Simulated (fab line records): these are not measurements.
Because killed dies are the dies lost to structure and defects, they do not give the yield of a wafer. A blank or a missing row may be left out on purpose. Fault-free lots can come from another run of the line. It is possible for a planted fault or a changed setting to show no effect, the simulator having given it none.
Chamber matching	flow nand harc	NHARC_A_CHANNEL_FILL_D1_ETCHBACK_20 on rie diel-13 has 4 sister chambers
The step etches the open film in C4F8/O2/Ar, target depth 27 nm, time 13.5 s. 14 wafers are shown with their chamber, then 7 later ones without.

## WAFERS, EACH WITH ITS CHAMBER
wafer	chamber	rf vpp V (V)	oes product au (a.u.)	chamber pressure mTorr (mTorr)
L499.2	1	987	1.00	25.010
L499.3	3	988	1.00	25.004
L499.6	3	987	0.99	25.000
L504.1	2	976	0.92	24.970
L504.3	0	980	0.91	25.008
L504.5	3	990	0.92	24.952
L505.3	1	988	0.94	25.016
L505.5	2	978	0.93	25.009
L505.6	3	987	0.92	25.013
L507.2	1	988	0.93	24.994
L507.3	0	977	0.93	24.997
L507.4	3	987	0.92	24.977
L510.3	1	989	0.93	24.992
L510.4	2	976	0.92	25.001

SIGNATURES (means of the wafers above)
reading	chamber 0	chamber 1	chamber 2	chamber 3	scatter within a chamber
rf vpp V	978.50	988.00	976.67	987.80	1.26
oes product au	0.9200	0.9500	0.9233	0.9500	0.0324
chamber pressure mTorr	25.00250	25.00300	24.99333	24.98920	0.0194
Rule: a wafer's distance from a chamber is the root of the sum, over the readings, of the square of ((its reading less the chamber's mean) divided by the reading's scatter). The wafer belongs to the nearest chamber; if the next one is less than 2 further off, it can't be placed. The scatter: take each reading less its chamber's mean, square it, sum over the shown wafers, divide by the number of wafers less the number of chambers, and take the root.

## WAFERS WITH NO CHAMBER GIVEN
wafer	rf vpp V (V)	oes product au (a.u.)	chamber pressure mTorr (mTorr)
L510.6	987	0.93	25.025
L511.3	990	0.93	25.017
L511.4	979	0.93	24.967
L511.6	989	0.92	25.011
L519.4	987	1.01	25.012
L519.5	988	1.00	24.972
L519.6	980	1.01	24.962

## WHICH CHAMBER EACH WENT THROUGH
wafer	from the rows above	in truth
L510.6	can't be placed: 1 or 3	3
L511.3	can't be placed: 1 or 3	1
L511.4	can't be placed: 0 or 2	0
L511.6	can't be placed: 1 or 3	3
L519.4	can't be placed: 1 or 3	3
L519.5	can't be placed: 3 or 1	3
L519.6	can't be placed: 0 or 2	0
Placed correctly: 0 of 7. Can't be placed from these rows: 7 (the true chamber is among the candidates in 7). 0 placed wrongly.
